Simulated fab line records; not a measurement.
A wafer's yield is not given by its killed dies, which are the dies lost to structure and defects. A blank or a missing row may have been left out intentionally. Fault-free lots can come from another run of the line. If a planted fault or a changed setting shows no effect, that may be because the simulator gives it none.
fab line records + flow n5Finfet
record:
- lots: 4
- wafers: 12
- lastDay: 15
route steps=1938 shown BEOL_M4@1099 BEOL_M5@1112 BEOL_M9@1443 PASSIVATION@1936
lots untouched by any fault: they come from a run of this same line in which no faults occurred
startH: start of the lot's first displayed wafer, in hours after the record's first day + waitH: hours from the lot's prior step to this one + " repeats the value in the row above + L1.1+2: several wafers, shown together as one row + - value missing, or start not given + * or withheld: withheld + < > ~ a bound
route shown NAME@n: NAME is a module with steps in the file, n the number in the route of the first one + usual: mean/standard deviation of fault-free wafers + same: alike in all rows + chamber/n: place in a boat + sites: readings site by site + _std_site: standard deviation of those values + _edge_site: inner sites' mean taken away from outer sites' mean + radiusMm: for every site, how far away it sits from the centre of the wafer + mask NAME#n: copy n + behind: the last tool/chamber to shape the wafer + hold: the reason the lot was held/the length of the hold in hours/how it ended + device: whichever transistor did not switch (one of n, p or np) + end of line: at the end of the route, the tests of the same wafers + where a step has no rows: the recipe by itself + killed: at the first sort, the dies lost to defects and structure; wafer yield is something else + map: shows each die of a wafer: x if killed, . if not, _ if none is there
set.NAME: the run value of the setting; set.NAME@STEP: its run value at that earlier step + model.NAME: the simulator's own value behind a step, which no gauge read
certain route steps with their lots: each step a table, each wafer a row
services: when a tool's chamber went out of use (startH, in hours from the record's first day, below 0 if earlier), for how many hours, and the reason
== steps ==
step: N5_BEOL_M4_ANNEAL_95
recipe:
- tempC: 400
- timeS: 240
- ambient: vacuum
step: N5_BEOL_M4_SPUTTER_96
recipe:
- material: Cu
- targetThkA: 45
- tempC: -20
- chamberPressurePa: 0.07
- powerW: withheld
- timeS: 8.29
step: N5_BEOL_M4_ECD_50
recipe:
- material: Cu
- targetThkA: 3000
step: N5_BEOL_M4_ANNEAL_51
recipe:
- tempC: 225
- timeS: 90
- ambient: N2
step: N5_BEOL_M4_CMP_52
recipe:
- stopOn: SiOC
- tOverpolishS: 6.8
- downForcePsi: 1
- platenRpm: 50
- clearingPlatenDownForcePsi: 1.5
- clearingPlatenRpm: 50
- postCmpClean: cuAlkaline
- targetThkNm: 40
- clearingPlatenPadVelocityMS: 0.99484
- padVelocityMS: 0.99484
step: N5_BEOL_M4_PRE_CLEAN_60
recipe:
- gas: NH3/H2
- timeS: 15
- tempC: *
- rfPowerW: 300
step: N5_BEOL_M4_CO_CAP_55
recipe:
- material: Co
- targetThkA: 20
- tempC: 200
- precursor: CCTBA/H2
- pressureTorr: 30
- timeS: 102.1
step: N5_BEOL_M4_PRE_CLEAN_56
recipe:
- gas: NH3
- timeS: 15
- tempC: withheld
- rfPowerW: 300
step: N5_BEOL_M4_DEP_57
recipe:
- material: SiCN
- targetThkA: 80
- tempC: withheld
- precursor: 3MS/NH3
- pressureTorr: 3
- rfW: 202
- timeS: 14
step: N5_BEOL_M4_RC_MEAS_101
usual:
- DIBL_N: 35.1/1.6
- DIBL_P: 34.9/1.8
- IOFF_N: 0.143/0.026
- IOFF_P: 0.21/0.037
- ION_N: 671/11
- ION_P: 463/7.8
- SS_N: 71.2/0.58
- SS_P: 73.0/0.54
- VT_N: 251/3
- VT_P: -250/4.1
| lot.wafer | tool      | chamber | startH | waitH | DIBL_N[mV/V] | DIBL_P[mV/V] | IOFF_N[nA/um] | IOFF_P[nA/um] | ION_N[uA/um] | ION_P[uA/um] | SS_N[mV/dec] | SS_P[mV/dec] | VT_N[mV] | VT_P[mV] |
|-----------|-----------|---------|--------|-------|--------------|--------------|---------------|---------------|--------------|--------------|--------------|--------------|----------|----------|
| L860.1    | prober-01 | 0       | 196.16 | 0.0   | 33.1         | 32.3         | 0.121         | 0.16          | 664          | 458          | 70.9         | 72.4         | 252      | -256     |
| L860.2    | "         | 0       | "      | "     | 33.7         | 32.6         | 0.119         | 0.16          | 658          | 454          | 71.7         | 72.9         | 256      | -256     |
| L860.4    | "         | 0       | "      | "     | 32.3         | 32.0         | 0.117         | 0.15          | 667          | 458          | 71.0         | 72.7         | 251      | -257     |
| L863.3    | prober-01 | 0       | 241.31 | 0.3   | 33.0         | 33.6         | 0.117         | 0.19          | 669          | 462          | 70.5         | 72.8         | 251      | -250     |
| L863.4    | "         | 0       | "      | "     | 33.4         | 33.3         | 0.120         | 0.18          | 675          | 469          | 71.3         | 72.7         | 255      | -251     |
| L863.5    | "         | 0       | "      | "     | 35.6         | 37.2         | 0.155         | 0.23          | 681          | 468          | 72.3         | 73.7         | 253      | -249     |
| L867.2    | prober-01 | 0       | 246.44 | 0.2   | 35.9         | 35.2         | 0.157         | 0.22          | 681          | 470          | 71.5         | 73.1         | 248      | -247     |
| L867.3    | "         | 0       | "      | "     | 35.5         | 35.7         | 0.158         | 0.22          | 680          | 469          | 70.7         | 73.0         | 248      | -250     |
| L867.5    | "         | 0       | "      | "     | 34.0         | 33.5         | 0.136         | 0.18          | 678          | 462          | 70.5         | 72.5         | 251      | -249     |
| L866.1    | prober-02 | 0       | 248.35 | 0.0   | 36.0         | 35.9         | 0.159         | 0.22          | 675          | 464          | 71.9         | 72.9         | 251      | -250     |
| L866.4    | "         | 0       | "      | "     | 36.1         | 35.9         | 0.161         | 0.22          | 676          | 470          | 71.7         | 73.7         | 249      | -250     |
| L866.6    | "         | 0       | "      | "     | 34.4         | 34.1         | 0.135         | 0.19          | 672          | 458          | 70.9         | 72.9         | 251      | -255     |
step: N5_BEOL_M5_ILD_DEP_00
recipe:
- material: SiCOH_lowk
- targetThkA: 1406.4
- tempC: 300
- precursor: DEMS/porogen
- pressureTorr: 5
- rfW: 500
- timeS: 25.9
step: N5_BEOL_M5_CURE_79
recipe:
- tempC: 385
- timeS: 240
- ambient: He/Ar
- material: SiCOH_lowk
step: N5_BEOL_M5_PECVD_70
recipe:
- material: SiO2
- targetThkA: 160
- tempC: 400
- precursor: TEOS/O2
- pressureTorr: 5.5
- rfW: 450
- teosFlowSccm: 53.8
- gas: O2
- flowSccm: 3000
- timeS: 18
step: N5_BEOL_M5_HM_DEP_02
recipe:
- material: TiN
- targetThkA: 200
- tempC: 25
- chamberPressurePa: 0.49996
step: N5_BEOL_M5_COAT_59
recipe:
- resist: SOC
- tempC: 250
- timeS: 60
- spinRpm: 1500
- resistThkNm: 60
step: N5_BEOL_M5_COAT_60
recipe:
- resist: SiARC
- tempC: 220
- timeS: 60
- spinRpm: 1500
- resistThkNm: 12
step: N5_BEOL_M5_COAT_71
recipe:
- resist: underlayer
- tempC: 205
- timeS: 60
- spinRpm: 1500
- resistThkNm: 5
step: N5_BEOL_M5_COAT_05
recipe:
- resist: CAR-EUV
- spinRpm: 1500
- resistThkNm: 30
step: N5_BEOL_M5_EBR_07
recipe:
- solvent: PGMEA
- ebrWidthMm: 1.5
step: N5_BEOL_M5_SOFTBAKE_06
recipe:
- tempC: 110
- timeS: 60
- resist: CAR-EUV
step: N5_BEOL_M5_EXPOSE_08
recipe:
- maskId: M5
- na: 0.33
- sourceShape: annular
- sigmaInner: 0.4
- sigmaOuter: 0.8
- polarization: unpolarized
- targetCdNm: 28
- doseMj: 35.75
step: N5_BEOL_M5_PEB_09
recipe:
- pebTempC: 100
- pebTimeS: 60
- resist: CAR-EUV
step: N5_BEOL_M5_DEVELOP_10
recipe:
- developTimeS: 30
- developer: TMAH
- resist: CAR-EUV
- rinseLiquid: surfactantRinse
- dry: airSpin
- devTempC: 23
step: N5_BEOL_M5_DESCUM_16
recipe:
- chemistry: O2
- timeS: 7
- sourcePowerW: 50
- biasPowerW: 20
- pressureMtorr: 20
- rfFrequencyHz: 2.712e+07
- tempC: 40
- resist: CAR-EUV
- o2FlowSccm: 225
step: N5_BEOL_M5_ETCH_72
recipe:
- chemistry: N2/H2
- target: underlayer
- targetDepthA: 65
- maskMaterial: CAR-EUV
- timeS: 5.2
- ionEnergyEv: 200
- pressureMtorr: 30
- sourceW: 840
- biasW: 150
- n2FlowSccm: 200
- h2FlowSccm: 200
- ends: cleared
step: N5_BEOL_M5_ETCH_61
recipe:
- chemistry: CF4
- target: SiARC
- targetDepthA: 156
- maskMaterial: CAR-EUV
- timeS: 26
- ionEnergyEv: 80
- pressureMtorr: 40
- sourceW: 545
- biasW: 36
- Ar_flow_sccm: 100
- cf4FlowSccm: 100
- ends: cleared
step: N5_BEOL_M5_ETCH_62
recipe:
- chemistry: N2/H2
- target: SOC
- targetDepthA: 750
- overetchA: 150
- maskMaterial: SiARC
- tempC: 40
- timeS: 112.5
- ionEnergyEv: 200
- pressureMtorr: 30
- sourceW: 840
- biasW: 150
- n2FlowSccm: 200
- h2FlowSccm: 200
step: N5_BEOL_M5_STRIP_63
recipe:
- chemistry: N2/H2
- tempC: 40
- n2FlowSccm: 200
- h2FlowSccm: 200
- rfFrequencyHz: 6e+07
step: N5_BEOL_M5_STRIP_73
recipe:
- chemistry: N2/H2
- tempC: 40
- n2FlowSccm: 200
- h2FlowSccm: 200
- rfFrequencyHz: 6e+07
step: N5_BEOL_M5_STRIP_64
recipe:
- chemistry: CF4
- resist: SiARC
- powerW: 300
- biasPowerW: 75
- pressureMtorr: 50
- cf4FlowSccm: 150
- rfFrequencyHz: 6e+07
step: N5_BEOL_M5_HM_OPEN_17
recipe:
- chemistry: Cl2/BCl3
- targetDepthA: 200
- overetchA: 60
- target: TiN
- maskMaterial: SOC
- ionEnergyEv: 150
- pressureMtorr: 10
- icpW: 1000
- biasW: 126
- Cl2_flow_sccm: 53.25
- bcl3FlowSccm: 21.75
- Ar_flow_sccm: 25
step: N5_BEOL_M5_STRIP_19
recipe:
- chemistry: O2
- powerW: 400
- tempC: 40
- pressureMtorr: 30
- rfFrequencyHz: 6e+07
- biasPowerW: 0
- overashFraction: 0.2
- o2FlowSccm: 225
step: N5_BEOL_M5_COAT_65
recipe:
- resist: SOC
- tempC: 250
- timeS: 60
- spinRpm: 1500
- resistThkNm: 60
step: N5_BEOL_M5_COAT_66
recipe:
- resist: SiARC
- tempC: 220
- timeS: 60
- spinRpm: 1500
- resistThkNm: 12
step: N5_BEOL_M9_VIA_ETCH_34
recipe:
- chemistry: C4F6/O2
- target: SiCOH_lowk
- targetDepthA: 1824
- maskMaterial: SOC
- taperDeg: 4
- timeS: 68.4
- ionEnergyEv: 250
- pressureMtorr: 30
- sourceW: 345
- biasW: 185
- Ar_flow_sccm: 300
- C4F6_flow_sccm: 10
- O2_flow_sccm: 10
usual:
- C4F6_flow_sccm: 9.999/0.028
- O2_flow_sccm: 10.00/0.031
- drypumpMotorCurrentA: 5.7/0.35
- oesProductAu: 0.75/0.08
- rfVppV: 667/11
- showerheadPlenumPTorr: 2.85/0.09
- throttleValvePct: 21.14/0.19
| lot.wafer | tool       | chamber | startH | waitH | C4F6_flow_sccm | O2_flow_sccm | drypumpMotorCurrentA | oesProductAu | rfHoursCounterH | rfVppV | showerheadPlenumPTorr | throttleValvePct | model.SOC_of_BEOL_M9_COAT_63.thkNm | model.SiARC_of_BEOL_M9_COAT_64.thkNm |
|-----------|------------|---------|--------|-------|----------------|--------------|----------------------|--------------|-----------------|--------|-----------------------|------------------|------------------------------------|--------------------------------------|
| L860.1    | rieDiel-01 | 2       | 250.09 | 0.0   | 9.993          | 10.00        | 5.5                  | 0.73         | 185             | 664    | 2.92                  | 21.18            | 51.2                               | 0                                    |
| L860.2    | "          | 0       | "      | "     | 10.021         | 10.00        | 5.8                  | 0.71         | 206             | 663    | 2.84                  | 21.24            | 50.8                               | 0                                    |
| L860.4    | "          | 3       | "      | "     | 9.969          | 10.01        | 6.5                  | 0.71         | 201             | 672    | 2.70                  | 20.95            | 51                                 | 0                                    |
| L863.3    | rieDiel-01 | 2       | 292.47 | 0.0   | -              | -            | -                    | -            | -               | -      | -                     | -                | 60.2                               | 6.4                                  |
| L863.4    | "          | 0       | "      | "     | -              | -            | -                    | -            | -               | -      | -                     | -                | 59.8                               | 6.4                                  |
| L863.5    | "          | 1       | "      | "     | -              | -            | -                    | -            | -               | -      | -                     | -                | 60                                 | 6.4                                  |
| L866.1    | rieDiel-01 | 0       | 293.48 | 0.0   | -              | -            | -                    | -            | -               | -      | -                     | -                | 60                                 | 6.4                                  |
| L866.4    | "          | 1       | "      | "     | -              | -            | -                    | -            | -               | -      | -                     | -                | 60.2                               | 6.4                                  |
| L866.6    | "          | 0       | "      | "     | -              | -            | -                    | -            | -               | -      | -                     | -                | 60                                 | 6.4                                  |
| L867.2    | rieDiel-03 | 1       | 293.73 | 0.0   | 9.973          | 10.00        | 5.9                  | 0.88         | 29              | 688    | 3.00                  | 20.97            | 50.8                               | 0                                    |
| L867.3    | "          | 3       | "      | "     | 9.981          | 9.99         | 5.5                  | 0.71         | 227             | 655    | 2.82                  | 21.33            | 51.2                               | 0                                    |
| L867.5    | "          | 0       | "      | "     | 10.046         | 10.06        | 5.4                  | 0.71         | -               | 672    | 2.84                  | 21.10            | 50.8                               | 0                                    |
step: N5_PASSIVATION_PROBE_49
usual:
- defectLimitedYield: 91.1/1.4
- killed_at_M0_to_M3: 36/11
- killed_at_M4_up: 14/5.2
- killedAtContacts: 12/6.1
- killedAtFrontEnd: 40/12
- killedAtOther: 3.2/2.5
- killedDies: 105/16
- killedOnRim: 14/4.4
- killedOpen: 68/12
- killedShort: 35/8.7
- sort_bin_5_function: 5.2/0.89
- sort_bin_6_memory: 3.3/0.66
- sortNPass: 1074/16
- sortYieldPct: 91.1/1.4
same:
- grossDies: 1180
- killedAtBackSide: 0
- sort_bin_4_leakage[%]: 0
- sort_bin_8_speed[%]: 0
| lot.wafer | tool      | chamber | startH | waitH | defectLimitedYield[%] | killed_at_M0_to_M3 | killed_at_M4_up | killedAtContacts | killedAtFrontEnd | killedAtOther | killedDies | killedOnRim | killedOpen | killedShort | sort_bin_5_function[%] | sort_bin_6_memory[%] | sortNPass | sortYieldPct[%] |
|-----------|-----------|---------|--------|-------|-----------------------|--------------------|-----------------|------------------|------------------|---------------|------------|-------------|------------|-------------|------------------------|----------------------|-----------|-----------------|
| L863.3    | prober-02 | -       | 352.82 | 0.1   | 0                     | 32                 | 1094            | 15               | 33               | 6             | 1180       | 152         | 66         | 30          | 97.0                   | 2.7                  | 0         | 0               |
| L863.4    | prober-02 | -       | 352.87 | 0.2   | 0                     | 37                 | 1077            | 9                | 53               | 4             | 1180       | 152         | 84         | 30          | 95.8                   | 3.5                  | 0         | 0               |
| L863.5    | prober-02 | -       | 352.92 | 0.2   | 0                     | 37                 | 1100            | 15               | 26               | 2             | 1180       | 152         | 68         | 19          | 97.3                   | 2.7                  | 0         | 0               |
| L866.1    | prober-01 | -       | 355.23 | 0.0   | 0                     | 30                 | 1091            | 7                | 52               | 0             | 1180       | 152         | 75         | 23          | 95.9                   | 3.9                  | 0         | 0               |
| L866.4    | prober-01 | -       | 355.38 | 0.2   | 0                     | 31                 | 1090            | 16               | 42               | 1             | 1180       | 152         | 71         | 28          | 96.4                   | 3.4                  | 0         | 0               |
| L866.6    | prober-01 | -       | 355.48 | 0.3   | 0                     | 25                 | 1102            | 16               | 36               | 1             | 1180       | 152         | 57         | 27          | 96.5                   | 3.3                  | 0         | 0               |
killed by level:class
L863.3 BEOL_M9:areaEtch=1083 MOL_CONTACT_COAG:geometricParticle:open=12 STI_FIN_REVEAL:geometricParticle:open=9 BEOL_M0_SAQP:geometricParticle:open=6 BEOL_M2:geometricParticle:open=6 STI_FIN_REVEAL:geometricParticle:short=5 BEOL_M0:geometricParticle:open=5 BEOL_M3:geometricParticle:short=5
L863.4 BEOL_M9:areaEtch=1066 STI_FIN_REVEAL:geometricParticle:open=24 BEOL_M2:geometricParticle:open=10 MOL_CONTACT_COAG:geometricParticle:open=9 FIN_SAQP:geometricParticle:open=8 FIN_SAQP:geometricParticle:short=7 STI_FIN_REVEAL:geometricParticle:short=6 BEOL_M0_SAQP:geometricParticle:short=6
L863.5 BEOL_M9:areaEtch=1092 MOL_CONTACT_COAG:geometricParticle:open=14 STI_FIN_REVEAL:geometricParticle:open=12 BEOL_M1:geometricParticle:open=10 BEOL_M2:geometricParticle:open=8 BEOL_M0_SAQP:geometricParticle:short=7 BEOL_M0_SAQP:geometricParticle:open=6 DUMMY_GATE:geometricParticle:open=5
L866.1 BEOL_M9:areaEtch=1079 FIN_SAQP:geometricParticle:open=16 BEOL_M1:geometricParticle:open=11 DUMMY_GATE:geometricParticle:open=9 MOL_CONTACT_COAG:geometricParticle:open=7 FIN_SAQP:geometricParticle:short=6 BEOL_M0:geometricParticle:open=6 STARTING-WAFER:geometricParticle:open=5
L866.4 BEOL_M9:areaEtch=1081 MOL_CONTACT_COAG:geometricParticle:open=12 BEOL_M0:geometricParticle:open=11 DUMMY_GATE:geometricParticle:open=9 BEOL_M4:geometricParticle:open=7 FIN_SAQP:geometricParticle:open=6 BEOL_M2:geometricParticle:open=6 GATE_CUT:geometricParticle:short=5
L866.6 BEOL_M9:areaEtch=1095 MOL_CONTACT_COAG:geometricParticle:open=12 FIN_SAQP:geometricParticle:short=7 BEOL_M1:geometricParticle:open=7 BEOL_M3:geometricParticle:open=7 FIN_SAQP:geometricParticle:open=4 DUMMY_GATE:geometricParticle:open=4 MOL_CONTACT_COAG:geometricParticle:short=4
map L863.3 (x killed, . not)
_________________xxxxxxxxxxxx________________
______________xxxxxxxxxxxxxxxxxx_____________
___________xxxxxxxxxxxxxxxxxxxxxxxx__________
__________xxxxxxxxxxxxxxxxxxxxxxxxxx_________
________xxxxxxxxxxxxxxxxxxxxxxxxxxxxxx_______
_______xxxxxxxxxxxxxxxxxxxxxxxxxxxxxxxx______
______xxxxxxxxxxxxxxxxxxxxxxxxxxxxxxxxxx_____
_____xxxxxxxxxxxxxxxxxxxxxxxxxxxxxxxxxxxx____
____xxxxxxxxxxxxxxxxxxxxxxxxxxxxxxxxxxxxxx___
___xxxxxxxxxxxxxxxxxxxxxxxxxxxxxxxxxxxxxxxx__
___xxxxxxxxxxxxxxxxxxxxxxxxxxxxxxxxxxxxxxxx__
__xxxxxxxxxxxxxxxxxxxxxxxxxxxxxxxxxxxxxxxxxx_
__xxxxxxxxxxxxxxxxxxxxxxxxxxxxxxxxxxxxxxxxxx_
_xxxxxxxxxxxxxxxxxxxxxxxxxxxxxxxxxxxxxxxxxxxx
_xxxxxxxxxxxxxxxxxxxxxxxxxxxxxxxxxxxxxxxxxxxx
_xxxxxxxxxxxxxxxxxxxxxxxxxxxxxxxxxxxxxxxxxxxx
_xxxxxxxxxxxxxxxxxxxxxxxxxxxxxxxxxxxxxxxxxxxx
_xxxxxxxxxxxxxxxxxxxxxxxxxxxxxxxxxxxxxxxxxxxx
_xxxxxxxxxxxxxxxxxxxxxxxxxxxxxxxxxxxxxxxxxxxx
_xxxxxxxxxxxxxxxxxxxxxxxxxxxxxxxxxxxxxxxxxxxx
_xxxxxxxxxxxxxxxxxxxxxxxxxxxxxxxxxxxxxxxxxxxx
__xxxxxxxxxxxxxxxxxxxxxxxxxxxxxxxxxxxxxxxxxx_
__xxxxxxxxxxxxxxxxxxxxxxxxxxxxxxxxxxxxxxxxxx_
___xxxxxxxxxxxxxxxxxxxxxxxxxxxxxxxxxxxxxxxx__
___xxxxxxxxxxxxxxxxxxxxxxxxxxxxxxxxxxxxxxxx__
____xxxxxxxxxxxxxxxxxxxxxxxxxxxxxxxxxxxxxx___
_____xxxxxxxxxxxxxxxxxxxxxxxxxxxxxxxxxxxx____
______xxxxxxxxxxxxxxxxxxxxxxxxxxxxxxxxxx_____
_______xxxxxxxxxxxxxxxxxxxxxxxxxxxxxxxx______
________xxxxxxxxxxxxxxxxxxxxxxxxxxxxxx_______
__________xxxxxxxxxxxxxxxxxxxxxxxxxx_________
___________xxxxxxxxxxxxxxxxxxxxxxxx__________
______________xxxxxxxxxxxxxxxxxx_____________
_________________xxxxxxxxxxxx________________
map L866.1 (x killed, . not)
_________________xxxxxxxxxxxx________________
______________xxxxxxxxxxxxxxxxxx_____________
___________xxxxxxxxxxxxxxxxxxxxxxxx__________
__________xxxxxxxxxxxxxxxxxxxxxxxxxx_________
________xxxxxxxxxxxxxxxxxxxxxxxxxxxxxx_______
_______xxxxxxxxxxxxxxxxxxxxxxxxxxxxxxxx______
______xxxxxxxxxxxxxxxxxxxxxxxxxxxxxxxxxx_____
_____xxxxxxxxxxxxxxxxxxxxxxxxxxxxxxxxxxxx____
____xxxxxxxxxxxxxxxxxxxxxxxxxxxxxxxxxxxxxx___
___xxxxxxxxxxxxxxxxxxxxxxxxxxxxxxxxxxxxxxxx__
___xxxxxxxxxxxxxxxxxxxxxxxxxxxxxxxxxxxxxxxx__
__xxxxxxxxxxxxxxxxxxxxxxxxxxxxxxxxxxxxxxxxxx_
__xxxxxxxxxxxxxxxxxxxxxxxxxxxxxxxxxxxxxxxxxx_
_xxxxxxxxxxxxxxxxxxxxxxxxxxxxxxxxxxxxxxxxxxxx
_xxxxxxxxxxxxxxxxxxxxxxxxxxxxxxxxxxxxxxxxxxxx
_xxxxxxxxxxxxxxxxxxxxxxxxxxxxxxxxxxxxxxxxxxxx
_xxxxxxxxxxxxxxxxxxxxxxxxxxxxxxxxxxxxxxxxxxxx
_xxxxxxxxxxxxxxxxxxxxxxxxxxxxxxxxxxxxxxxxxxxx
_xxxxxxxxxxxxxxxxxxxxxxxxxxxxxxxxxxxxxxxxxxxx
_xxxxxxxxxxxxxxxxxxxxxxxxxxxxxxxxxxxxxxxxxxxx
_xxxxxxxxxxxxxxxxxxxxxxxxxxxxxxxxxxxxxxxxxxxx
__xxxxxxxxxxxxxxxxxxxxxxxxxxxxxxxxxxxxxxxxxx_
__xxxxxxxxxxxxxxxxxxxxxxxxxxxxxxxxxxxxxxxxxx_
___xxxxxxxxxxxxxxxxxxxxxxxxxxxxxxxxxxxxxxxx__
___xxxxxxxxxxxxxxxxxxxxxxxxxxxxxxxxxxxxxxxx__
____xxxxxxxxxxxxxxxxxxxxxxxxxxxxxxxxxxxxxx___
_____xxxxxxxxxxxxxxxxxxxxxxxxxxxxxxxxxxxx____
______xxxxxxxxxxxxxxxxxxxxxxxxxxxxxxxxxx_____
_______xxxxxxxxxxxxxxxxxxxxxxxxxxxxxxxx______
________xxxxxxxxxxxxxxxxxxxxxxxxxxxxxx_______
__________xxxxxxxxxxxxxxxxxxxxxxxxxx_________
___________xxxxxxxxxxxxxxxxxxxxxxxx__________
______________xxxxxxxxxxxxxxxxxx_____________
_________________xxxxxxxxxxxx________________
== services ==
| tool       | chamber | startH | hours | kind   |
|------------|---------|--------|-------|--------|
| rieDiel-03 | -       | 238.74 | 15.6  | pm     |
| rieDiel-03 | 0       | 260.05 | 1.3   | repair |
== key ==
firstSign:
- step: N5_BEOL_M9_VIA_ETCH_34
- reading: toolRecord
- direction: missing
effect:
- step: N5_PASSIVATION_PROBE_49
- reading: killed_at_M4_up
- direction: up
- sigmas: 99+
- usual: 14
- struck: 1092
modelEffect:
- step: N5_BEOL_M9_VIA_ETCH_34
- value: SOC_of_BEOL_M9_COAT_63.thkNm
- without: 50.9
- struck: 60.03
moreKillsBornAt:
- N5_BEOL_M9_VIA_ETCH_34@rieDiel-01: 6496
metAt N5_BEOL_M9_VIA_ETCH_34
struckWafers L863.3,L863.4,L863.5,L866.1,L866.4,L866.6
laterRowsLeftOut L863.3,L863.4,L863.5,L866.1,L866.4,L866.6
onsetBetween 250.09 292.47
fault:
- kind: skippedStepWhole
- tool: rieDiel-01
- chamber: -
- onsetH: 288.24
- steps: N5_BEOL_M9_VIA_ETCH_34
- scope: struckLotsOnly
laterRowsLeftOut: the simulator's readings of these wafers behind a module that went badly wrong aren't trusted and aren't shown, but for the sort
